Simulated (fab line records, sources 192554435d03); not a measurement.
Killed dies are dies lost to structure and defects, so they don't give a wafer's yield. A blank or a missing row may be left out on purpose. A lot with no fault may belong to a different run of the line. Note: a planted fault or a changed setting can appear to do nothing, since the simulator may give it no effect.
fab line records + flow n5Finfet
record:
- lots: 9
- wafers: 27
- lastDay: 17
route steps=1938 shown BEOL_M5@1131 PASSIVATION@1936
lots untouched by any fault: they come from a run of this same line in which no faults occurred
startH: hours from the record's opening day to when the first of the lot's shown wafers began + waitH: hours elapsed since this lot's preceding step + " the same as in the row above + L1.1+2: a row that stands for several wafers + - no value, or no start was given + * or withheld: withheld + < > ~ a bound
route shown NAME@n: NAME is a module with steps in the file, n the number in the route of the first one + usual: mean/standard deviation of fault-free wafers + same: alike in all rows + chamber/n: place in a boat + sites: readings site by site + _std_site: the standard deviation of these + _edge_site: inner sites' mean taken away from outer sites' mean + radiusMm: how far each site lies from the wafer's centre + mask NAME#n: copy n + behind: the tool/chamber that last shaped the wafer + hold: reason for holding the lot/hours on hold/outcome of the hold + device: which transistor (n, p or np) failed to switch + end of line: the route-end tests of the same wafers + step lacking rows: just its recipe + killed: not the wafer's yield, but the dies lost to structure and defects at the first sort + map: a wafer's dies, marking killed ones x, the rest . and places with no die _
set.NAME: the setting the step ran with; set.NAME@STEP: the setting that earlier step ran with + model.NAME: the simulator's own value behind a step, which no gauge read
a sample of lots followed through the steps of the route, with each step as a table and each wafer as a row
services: a tool's chamber out of use, with start hour (startH, from the record's first day; less than 0 if before it), hours out, and reason
== steps ==
step: N5_BEOL_M5_ETCH_61
recipe:
- chemistry: CF4
- target: SiARC
- targetDepthA: 156
- maskMaterial: CAR-EUV
- timeS: 26
- ionEnergyEv: 80
- pressureMtorr: 40
- sourceW: 545
- biasW: 36
- Ar_flow_sccm: 100
- cf4FlowSccm: 100
- ends: cleared
usual:
- drypumpMotorCurrentA: 5.7/0.44
- etchRfOnTimeS: 26.0/0.63
- oesProductAu: 0.66/0.051
- rfVppV: 184.0/1.2
- showerheadPlenumPTorr: 2.13/0.072
- throttleValvePct: 15.60/0.15
| lot.wafer | tool       | chamber | startH | waitH | drypumpMotorCurrentA | etchRfOnTimeS | oesProductAu | rfHoursCounterH | rfVppV | showerheadPlenumPTorr | throttleValvePct |
|-----------|------------|---------|--------|-------|----------------------|---------------|--------------|-----------------|--------|-----------------------|------------------|
| L309.4    | rieDiel-05 | 3       | 193.22 | 0.0   | 6.1                  | 26.1          | 0.65         | -               | 184.4  | 2.13                  | 15.50            |
| L309.5    | "          | 1       | "      | "     | 6.5                  | 25.5          | 0.80         | -               | 183.2  | 2.10                  | 15.33            |
| L309.6    | "          | 2       | "      | "     | 4.8                  | 25.7          | 0.74         | -               | 184.3  | 2.19                  | 15.48            |
| L312.1    | rieDiel-05 | 0       | 214.76 | 0.0   | 5.6                  | 26.6          | 0.60         | 214             | 184.2  | 2.12                  | 15.81            |
| L312.3    | "          | 3       | "      | "     | 6.1                  | 26.4          | 0.65         | 159             | 184.7  | 2.13                  | 15.51            |
| L312.5    | "          | 0       | "      | "     | 5.6                  | 26.4          | 0.60         | -               | 183.2  | 2.12                  | 15.81            |
| L313.2    | rieDiel-05 | 2       | 219.14 | 0.0   | 4.8                  | 25.7          | 0.73         | 61              | 185.0  | 2.18                  | 15.49            |
| L313.4    | "          | 0       | "      | "     | 5.6                  | 26.8          | 0.60         | 216             | 184.8  | 2.12                  | 15.83            |
| L313.5    | "          | 3       | "      | "     | 6.1                  | 26.6          | 0.64         | -               | 183.2  | 2.13                  | 15.52            |
| L315.1    | rieDiel-06 | 0       | 236.84 | 0.0   | 5.9                  | 25.8          | 0.64         | 179             | 184.0  | 2.22                  | 15.56            |
| L315.3    | "          | 2       | "      | "     | 6.1                  | 26.1          | 0.65         | 126             | 183.3  | 2.15                  | 15.81            |
| L315.6    | "          | 0       | "      | "     | 5.9                  | 25.9          | 0.63         | -               | 184.9  | 2.22                  | 15.53            |
| L324.1    | rieDiel-06 | 2       | 272.98 | 0.0   | 6.0                  | 25.8          | 0.64         | 135             | 184.3  | 2.15                  | 15.83            |
| L324.3    | "          | 0       | "      | "     | 5.8                  | 25.7          | 0.62         | 190             | 185.9  | 2.22                  | 15.57            |
| L324.4    | "          | 1       | "      | "     | 5.5                  | 25.3          | 0.67         | 146             | 181.7  | 1.98                  | 15.76            |
| L325.2    | rieDiel-06 | 1       | 276.71 | 0.0   | 5.5                  | 25.3          | 0.67         | 147             | 183.4  | 1.98                  | 15.76            |
| L325.3    | "          | 3       | "      | "     | 5.7                  | 26.9          | 0.61         | 183             | 185.6  | 2.22                  | 15.66            |
| L325.4    | "          | 0       | "      | "     | 5.9                  | 25.9          | 0.62         | 191             | 184.1  | 2.22                  | 15.57            |
| L323.1    | rieDiel-03 | 3       | 283.03 | 0.0   | 5.1                  | 26.7          | 0.67         | 122             | 186.0  | 2.24                  | 15.67            |
| L323.2    | "          | 2       | "      | "     | 6.1                  | 25.2          | 0.63         | 197             | 184.3  | 2.05                  | 15.41            |
| L323.5    | "          | 1       | "      | "     | 5.4                  | 24.7          | 0.73         | -               | 182.3  | 2.09                  | 15.40            |
| L329.1    | rieDiel-06 | 1       | 303.86 | 0.0   | 5.6                  | 25.2          | 0.66         | 155             | 183.0  | 1.98                  | 15.78            |
| L329.5    | "          | 3       | "      | "     | 5.7                  | 26.9          | 0.61         | -               | 186.2  | 2.22                  | 15.69            |
| L329.6    | "          | 2       | "      | "     | 6.0                  | 26.1          | 0.63         | -               | 183.2  | 2.15                  | 15.85            |
| L328.1    | rieDiel-03 | 0       | 304.02 | 0.0   | 5.5                  | 25.3          | 0.62         | 204             | 184.6  | 2.12                  | 15.54            |
| L328.4    | "          | 2       | "      | "     | 6.1                  | 25.4          | 0.62         | 203             | 183.2  | 2.05                  | 15.43            |
| L328.5    | "          | 2       | "      | "     | 6.2                  | 25.5          | 0.62         | -               | 184.3  | 2.05                  | 15.43            |
step: N5_BEOL_M5_EXPOSE_25
recipe:
- maskId: V4
- na: 0.33
- sourceShape: quasar
- sigmaInner: 0.2
- sigmaOuter: 0.6
- polarization: unpolarized
- defocusNm: 10
- doseMj: 52.75
usual:
- exposureDoseMJCm2: 53.1/0.31
same:
- dipoleOpeningDeg: 60
- na: 0.33
| lot.wafer | tool          | chamber | startH | waitH | mask | exposureDoseMJCm2 |
|-----------|---------------|---------|--------|-------|------|-------------------|
| L309.4    | euvScanner-01 | 0       | 194.16 | -     | V4#0 | 52.7              |
| L309.5    | "             | 0       | "      | "     | V4#0 | 52.8              |
| L309.6    | "             | 0       | "      | "     | V4#0 | 52.7              |
| L312.1    | euvScanner-01 | 0       | 217.38 | -     | V4#0 | 52.7              |
| L312.3    | "             | 0       | "      | "     | V4#0 | 52.7              |
| L312.5    | "             | 0       | "      | "     | V4#0 | 52.8              |
| L313.2    | euvScanner-02 | 0       | 221.47 | -     | V4#0 | 53.4              |
| L313.4    | "             | 0       | "      | "     | V4#0 | 53.3              |
| L313.5    | "             | 0       | "      | "     | V4#0 | 53.4              |
| L315.1    | euvScanner-02 | 0       | 238.61 | -     | V4#0 | 53.3              |
| L315.3    | "             | 0       | "      | "     | V4#0 | 53.4              |
| L315.6    | "             | 0       | "      | "     | V4#0 | 53.4              |
| L324.1    | euvScanner-01 | 0       | 275.06 | -     | V4#0 | 52.7              |
| L324.3    | "             | 0       | "      | "     | V4#0 | 52.7              |
| L324.4    | "             | 0       | "      | "     | V4#0 | 52.7              |
| L325.2    | euvScanner-01 | 0       | 281.23 | -     | V4#0 | 52.7              |
| L325.3    | "             | 0       | "      | "     | V4#0 | 52.8              |
| L325.4    | "             | 0       | "      | "     | V4#0 | 52.7              |
| L323.1    | euvScanner-01 | 0       | 284.82 | -     | V4#0 | 52.7              |
| L323.2    | "             | 0       | "      | "     | V4#0 | 52.7              |
| L323.5    | "             | 0       | "      | "     | V4#0 | 52.8              |
| L328.1    | euvScanner-02 | 0       | 305.91 | -     | V4#0 | 53.4              |
| L328.4    | "             | 0       | "      | "     | V4#0 | 53.3              |
| L328.5    | "             | 0       | "      | "     | V4#0 | 53.3              |
| L329.1    | euvScanner-02 | 0       | 305.96 | -     | V4#0 | 53.4              |
| L329.5    | "             | 0       | "      | "     | V4#0 | 53.3              |
| L329.6    | "             | 0       | "      | "     | V4#0 | 53.3              |
step: N5_BEOL_M5_OVL_MEAS_29
recipe:
- pointsPerWafer: 522
usual:
- V4_OVL: -0.2/0.62
| lot.wafer | tool       | chamber | startH | waitH | V4_OVL[nm] |
|-----------|------------|---------|--------|-------|------------|
| L309.4    | overlay-01 | 0       | 194.32 | 0.0   | 0.8        |
| L309.5    | "          | 0       | "      | "     | 0.0        |
| L309.6    | "          | 0       | "      | "     | 0.9        |
| L312.1    | overlay-01 | 0       | 217.55 | 0.0   | 0.3        |
| L312.3    | "          | 0       | "      | "     | -0.8       |
| L312.5    | "          | 0       | "      | "     | 0.0        |
| L313.2    | overlay-01 | 0       | 221.63 | 0.0   | -0.8       |
| L313.4    | "          | 0       | "      | "     | -0.7       |
| L313.5    | "          | 0       | "      | "     | -1.0       |
| L315.1    | overlay-02 | 0       | 238.78 | 0.0   | 0.5        |
| L315.3    | "          | 0       | "      | "     | -0.2       |
| L315.6    | "          | 0       | "      | "     | 0.1        |
| L324.1    | overlay-01 | 0       | 275.22 | 0.0   | -0.9       |
| L324.3    | "          | 0       | "      | "     | -0.6       |
| L324.4    | "          | 0       | "      | "     | 0.3        |
| L325.2    | overlay-02 | 0       | 281.39 | 0.0   | 6.8        |
| L325.3    | "          | 0       | "      | "     | 6.7        |
| L325.4    | "          | 0       | "      | "     | 6.2        |
| L323.1    | overlay-02 | 0       | 285.00 | 0.0   | 7.0        |
| L323.2    | "          | 0       | "      | "     | 7.9        |
| L323.5    | "          | 0       | "      | "     | 6.8        |
| L328.1    | overlay-01 | 0       | 306.08 | 0.0   | 0.3        |
| L328.4    | "          | 0       | "      | "     | 0.1        |
| L328.5    | "          | 0       | "      | "     | 0.1        |
| L329.1    | overlay-02 | 0       | 306.13 | 0.0   | 1.3        |
| L329.5    | "          | 0       | "      | "     | 0.2        |
| L329.6    | "          | 0       | "      | "     | 0.6        |
step: N5_BEOL_M5_ETCH_75
recipe:
- chemistry: N2/H2
- target: underlayer
- targetDepthA: 65
- maskMaterial: CAR-EUV
- timeS: 5.2
- ionEnergyEv: 200
- pressureMtorr: 30
- sourceW: 840
- biasW: 150
- n2FlowSccm: 200
- h2FlowSccm: 200
- ends: cleared
usual:
- drypumpMotorCurrentA: 5.7/0.42
- etchRfOnTimeS: 5.16/0.13
- oesProductAu: 0.66/0.043
- rfVppV: 523.4/2.9
- showerheadPlenumPTorr: 2.53/0.094
- throttleValvePct: 17.79/0.23
| lot.wafer | tool       | chamber | startH | waitH | drypumpMotorCurrentA | etchRfOnTimeS | oesProductAu | rfHoursCounterH | rfVppV | showerheadPlenumPTorr | throttleValvePct |
|-----------|------------|---------|--------|-------|----------------------|---------------|--------------|-----------------|--------|-----------------------|------------------|
| L309.4    | rieDiel-06 | 2       | 194.43 | 0.0   | 6.1                  | 5.26          | 0.67         | 114             | 523.6  | 2.57                  | 18.13            |
| L309.5    | "          | 3       | "      | "     | 5.7                  | 5.24          | 0.63         | -               | 526.4  | 2.63                  | 17.74            |
| L309.6    | "          | 2       | "      | "     | 6.0                  | 5.24          | 0.64         | -               | 522.4  | 2.57                  | 18.15            |
| L312.1    | rieDiel-03 | 3       | 217.68 | 0.0   | 5.1                  | 5.32          | 0.69         | 101             | 528.0  | 2.67                  | 17.87            |
| L312.3    | "          | 0       | "      | "     | 5.5                  | 5.02          | 0.64         | 175             | 524.9  | 2.54                  | 17.70            |
| L312.5    | "          | 1       | "      | "     | 5.4                  | 4.95          | 0.74         | -               | 522.6  | 2.46                  | 17.42            |
| L313.2    | rieDiel-06 | 0       | 221.75 | 0.0   | 5.9                  | 5.10          | 0.64         | 175             | 524.6  | 2.65                  | 17.68            |
| L313.4    | "          | 2       | "      | "     | 6.1                  | 5.27          | 0.65         | 122             | 524.9  | 2.56                  | 18.18            |
| L313.5    | "          | 2       | "      | "     | 6.1                  | 5.28          | 0.65         | -               | 524.1  | 2.56                  | 18.17            |
| L315.1    | rieDiel-03 | 2       | 239.44 | 0.0   | 6.1                  | 5.07          | 0.64         | 184             | 521.4  | 2.43                  | 17.56            |
| L315.3    | "          | 1       | "      | "     | 5.4                  | 4.96          | 0.73         | 58              | 522.3  | 2.46                  | 17.41            |
| L315.6    | "          | 1       | "      | "     | 5.4                  | 4.96          | 0.73         | -               | 523.5  | 2.46                  | 17.45            |
| L324.1    | rieDiel-06 | 2       | 275.58 | 0.0   | 6.1                  | 5.20          | 0.64         | 136             | 525.3  | 2.56                  | 18.20            |
| L324.3    | "          | 0       | "      | "     | 5.9                  | 5.13          | 0.63         | 191             | 526.2  | 2.64                  | 17.70            |
| L324.4    | "          | 1       | "      | "     | 5.5                  | 5.00          | 0.67         | 147             | 517.9  | 2.35                  | 18.15            |
| L325.2    | rieDiel-03 | 3       | 281.65 | 0.0   | 5.1                  | 5.41          | 0.66         | 122             | 529.2  | 2.66                  | 17.89            |
| L325.3    | "          | 0       | "      | "     | 5.5                  | 5.07          | 0.61         | 197             | 523.0  | 2.53                  | 17.77            |
| L325.4    | "          | 2       | "      | "     | 6.1                  | 5.06          | 0.63         | 197             | 521.0  | 2.42                  | 17.57            |
| L323.1    | rieDiel-06 | 0       | 285.12 | 0.0   | 5.9                  | 5.16          | 0.62         | 193             | 525.1  | 2.64                  | 17.74            |
| L323.2    | "          | 1       | "      | "     | 5.5                  | 5.08          | 0.66         | 149             | 517.0  | 2.35                  | 18.13            |
| L323.5    | "          | 1       | "      | "     | 5.5                  | 5.10          | 0.66         | -               | 519.7  | 2.35                  | 18.15            |
| L328.1    | rieDiel-05 | 1       | 306.21 | 0.0   | 6.5                  | 5.12          | 0.73         | 42              | 523.8  | 2.48                  | 17.70            |
| L328.4    | "          | 2       | "      | "     | 4.8                  | 5.16          | 0.70         | 88              | 524.9  | 2.57                  | 17.62            |
| L328.5    | "          | 2       | "      | "     | 4.8                  | 5.15          | 0.70         | -               | 527.2  | 2.57                  | 17.64            |
| L329.1    | rieDiel-06 | 0       | 306.26 | 0.0   | 5.9                  | 5.10          | 0.62         | 200             | 526.6  | 2.64                  | 17.74            |
| L329.5    | "          | 1       | "      | "     | 5.5                  | 5.04          | 0.66         | -               | 519.5  | 2.35                  | 18.17            |
| L329.6    | "          | 2       | "      | "     | 6.0                  | 5.25          | 0.64         | -               | 523.5  | 2.55                  | 18.20            |
step: N5_BEOL_M5_STRIP_36
recipe:
- chemistry: N2/H2
- powerW: 450
- tempC: 40
- pressureMtorr: 20
- rfFrequencyHz: 6e+07
- overashFraction: 0.3
- biasPowerW: 7
- h2Frac: 0.5
- n2FlowSccm: 200
- h2FlowSccm: 200
usual:
- drypumpMotorCurrentA: 5.7/0.42
- oesProductAu: 0.77/0.05
- rfVppV: 59.2/1.5
- showerheadPlenumPTorr: 2.52/0.094
- throttleValvePct: 23.5/0.31
| lot.wafer | tool       | chamber | startH | waitH | drypumpMotorCurrentA | oesProductAu | rfHoursCounterH | rfVppV | showerheadPlenumPTorr | throttleValvePct |
|-----------|------------|---------|--------|-------|----------------------|--------------|-----------------|--------|-----------------------|------------------|
| L309.4    | rieDiel-06 | 2       | 194.62 | 0.0   | 6.0                  | 0.75         | 114             | 58.3   | 2.56                  | 24.1             |
| L309.5    | "          | 3       | "      | "     | 5.7                  | 0.75         | -               | 56.6   | 2.63                  | 23.5             |
| L309.6    | "          | 2       | "      | "     | 6.0                  | 0.78         | -               | 61.1   | 2.56                  | 24.0             |
| L312.1    | rieDiel-03 | 3       | 217.87 | 0.0   | 5.1                  | 0.81         | 101             | 58.1   | 2.67                  | 23.7             |
| L312.3    | "          | 0       | "      | "     | 5.5                  | 0.75         | 175             | 61.4   | 2.53                  | 23.5             |
| L312.5    | "          | 1       | "      | "     | 5.4                  | 0.87         | -               | 55.3   | 2.45                  | 23.1             |
| L313.2    | rieDiel-06 | 0       | 221.95 | 0.0   | 5.9                  | 0.74         | 175             | 58.7   | 2.65                  | 23.4             |
| L313.4    | "          | 2       | "      | "     | 6.0                  | 0.77         | 122             | 58.0   | 2.56                  | 24.1             |
| L313.5    | "          | 2       | "      | "     | 6.0                  | 0.77         | -               | 60.0   | 2.56                  | 24.1             |
| L315.1    | rieDiel-03 | 2       | 239.63 | 0.0   | 6.1                  | 0.74         | 184             | 58.4   | 2.42                  | 23.2             |
| L315.3    | "          | 1       | "      | "     | 5.4                  | 0.88         | 58              | 59.1   | 2.45                  | 23.1             |
| L315.6    | "          | 1       | "      | "     | 5.4                  | 0.86         | -               | 57.0   | 2.45                  | 23.0             |
| L324.1    | rieDiel-06 | 2       | 275.77 | 0.0   | 6.0                  | 0.74         | 136             | 59.0   | 2.55                  | 24.1             |
| L324.3    | "          | 0       | "      | "     | 5.9                  | 0.72         | 191             | 59.3   | 2.64                  | 23.4             |
| L324.4    | "          | 1       | "      | "     | 5.6                  | 0.77         | 147             | 60.0   | 2.35                  | 24.0             |
| L325.2    | rieDiel-03 | 3       | 281.84 | 0.0   | 5.1                  | 0.78         | 122             | 59.2   | 2.66                  | 23.7             |
| L325.3    | "          | 0       | "      | "     | 5.5                  | 0.74         | 197             | 55.4   | 2.52                  | 23.5             |
| L325.4    | "          | 2       | "      | "     | 6.1                  | 0.72         | 197             | 58.0   | 2.42                  | 23.3             |
| L323.1    | rieDiel-06 | 0       | 285.31 | 0.0   | 5.9                  | 0.72         | 193             | 61.2   | 2.64                  | 23.4             |
| L323.2    | "          | 1       | "      | "     | 5.6                  | 0.78         | 149             | 58.9   | 2.35                  | 24.0             |
| L323.5    | "          | 1       | "      | "     | 5.5                  | 0.79         | -               | 57.1   | 2.35                  | 24.0             |
| L328.1    | rieDiel-05 | 1       | 306.40 | 0.0   | 6.5                  | 0.85         | 42              | 56.8   | 2.47                  | 23.5             |
| L328.4    | "          | 2       | "      | "     | 4.9                  | 0.82         | 88              | 58.8   | 2.57                  | 23.3             |
| L328.5    | "          | 2       | "      | "     | 4.9                  | 0.82         | -               | 60.8   | 2.57                  | 23.3             |
| L329.1    | rieDiel-06 | 0       | 306.45 | 0.0   | 5.9                  | 0.70         | 200             | 58.4   | 2.64                  | 23.4             |
| L329.5    | "          | 1       | "      | "     | 5.6                  | 0.76         | -               | 62.0   | 2.34                  | 24.0             |
| L329.6    | "          | 2       | "      | "     | 6.0                  | 0.74         | -               | 58.7   | 2.55                  | 24.1             |
step: N5_PASSIVATION_PROBE_49
usual:
- defectLimitedYield: 91.1/1.4
- killed_at_M0_to_M3: 32/9.3
- killed_at_M4_up: 13/5.8
- killedAtContacts: 12/6.3
- killedAtFrontEnd: 44/12
- killedAtOther: 3.6/2.7
- killedDies: 104/17
- killedOpen: 69/13
- killedShort: 34/6.9
- sort_bin_5_function: 5.2/0.98
- sort_bin_6_memory: 3.3/0.59
- sort_bin_8_speed: 0.01/0.039
- sortNPass: 1075/17
- sortYieldPct: 91.1/1.4
same:
- grossDies: 1180
- killedAtBackSide: 0
- sort_bin_4_leakage[%]: 0
| lot.wafer | tool      | chamber | startH | waitH | defectLimitedYield[%] | killed_at_M0_to_M3 | killed_at_M4_up | killedAtContacts | killedAtFrontEnd | killedAtOther | killedDies | killedOpen | killedShort | sort_bin_5_function[%] | sort_bin_6_memory[%] | sort_bin_8_speed[%] | sortNPass | sortYieldPct[%] |
|-----------|-----------|---------|--------|-------|-----------------------|--------------------|-----------------|------------------|------------------|---------------|------------|------------|-------------|------------------------|----------------------|---------------------|-----------|-----------------|
| L315.1    | prober-01 | -       | 336.53 | 0.0   | 89.1                  | 35                 | 12              | 9                | 71               | 2             | 129        | 88         | 40          | 6.8                    | 3.6                  | 0                   | 1051      | 89.1            |
| L315.3    | prober-01 | -       | 336.63 | 0.1   | 89.7                  | 40                 | 18              | 9                | 51               | 4             | 122        | 83         | 33          | 6.1                    | 3.6                  | 0                   | 1058      | 89.7            |
| L315.6    | prober-01 | -       | 336.78 | 0.3   | 91.0                  | 28                 | 18              | 8                | 49               | 3             | 106        | 70         | 35          | 4.4                    | 4.0                  | 0                   | 1074      | 91.0            |
| L324.3    | prober-02 | -       | 391.18 | 0.1   | 92.1                  | 28                 | 10              | 11               | 44               | 0             | 93         | 48         | 45          | 5.1                    | 2.6                  | 0                   | 1087      | 92.1            |
killed by level:class
L315.1 FIN_SAQP:geometricParticle:open=18 STI_FIN_REVEAL:geometricParticle:open=16 FIN_SAQP:geometricParticle:short=13 BEOL_M1:geometricParticle:open=9 BEOL_M4:geometricParticle:open=9 MOL_CONTACT_COAG:geometricParticle:open=8 BEOL_M2:geometricParticle:short=7 BEOL_M2:geometricParticle:open=5
L315.3 STI_FIN_REVEAL:geometricParticle:open=23 BEOL_M0_SAQP:geometricParticle:short=11 BEOL_M4:geometricParticle:open=10 FIN_SAQP:geometricParticle:open=8 MOL_CONTACT_COAG:geometricParticle:open=8 BEOL_M1:geometricParticle:open=8 BEOL_M0_SAQP:geometricParticle:open=7 BEOL_M2:geometricParticle:open=5
L315.6 STI_FIN_REVEAL:geometricParticle:open=13 DUMMY_GATE:geometricParticle:open=11 BEOL_M2:geometricParticle:open=7 BEOL_M5:geometricParticle:open=7 GATE_CUT:geometricParticle:short=7 BEOL_M1:geometricParticle:open=6 MOL_CONTACT_COAG:geometricParticle:short=5 BEOL_M0_SAQP:geometricParticle:short=5
L324.3 FIN_SAQP:geometricParticle:short=15 BEOL_M0_SAQP:geometricParticle:short=11 BEOL_M2:geometricParticle:open=10 MOL_CONTACT_COAG:geometricParticle:open=8 FIN_SAQP:geometricParticle:open=5 GATE_CUT:geometricParticle:short=5 DUMMY_GATE:geometricParticle:open=4 BEOL_M0_SAQP:geometricParticle:open=4
== services ==
| tool          | chamber | startH | hours | kind        |
|---------------|---------|--------|-------|-------------|
| rieDiel-05    | -       | 171.20 | 2.8   | pm          |
| rieDiel-06    | -       | 190.75 | 2.8   | pm          |
| rieDiel-05    | 0       | 192.21 | 5.8   | repair      |
| rieDiel-05    | -       | 195.70 | 0.7   | repair      |
| euvScanner-02 | -       | 201.25 | 1.0   | pm          |
| euvScanner-01 | 0       | 209.02 | -     | calibration |
| euvScanner-01 | -       | 210.89 | 1.0   | pm          |
| rieDiel-03    | 2       | 225.59 | 2.0   | repair      |
| rieDiel-05    | 0       | 241.22 | 3.8   | repair      |
| euvScanner-02 | -       | 246.82 | 2.4   | repair      |
| euvScanner-02 | -       | 257.40 | 1.0   | pm          |
| euvScanner-01 | -       | 267.04 | 1.0   | pm          |
| euvScanner-02 | -       | 269.65 | 1.1   | repair      |
| euvScanner-02 | 0       | 273.19 | -     | calibration |
| rieDiel-06    | 3       | 291.19 | 8.3   | repair      |
| euvScanner-02 | -       | 299.44 | 4.6   | pm          |
| euvScanner-01 | -       | 305.99 | -     | calibration |
== key ==
firstSign:
- step: N5_BEOL_M5_OVL_MEAS_29
- reading: V4_OVL
- direction: up
- sigmas: 11
- usual: -0.2
- struck: 6.9
effect none on later readings
metAt N5_BEOL_M5_EXPOSE_25
struckLots L323,L325
notActingAt N5_BEOL_M5_ETCH_61,N5_BEOL_M5_ETCH_75,N5_BEOL_M5_STRIP_36
onsetBetween 275.06 281.23
fault:
- kind: scannerMatchingOverlay
- tool: euvScanner-01
- chamber: -
- onsetH: 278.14
- steps: N5_BEOL_M5_EXPOSE_25
- offset: 7.0992
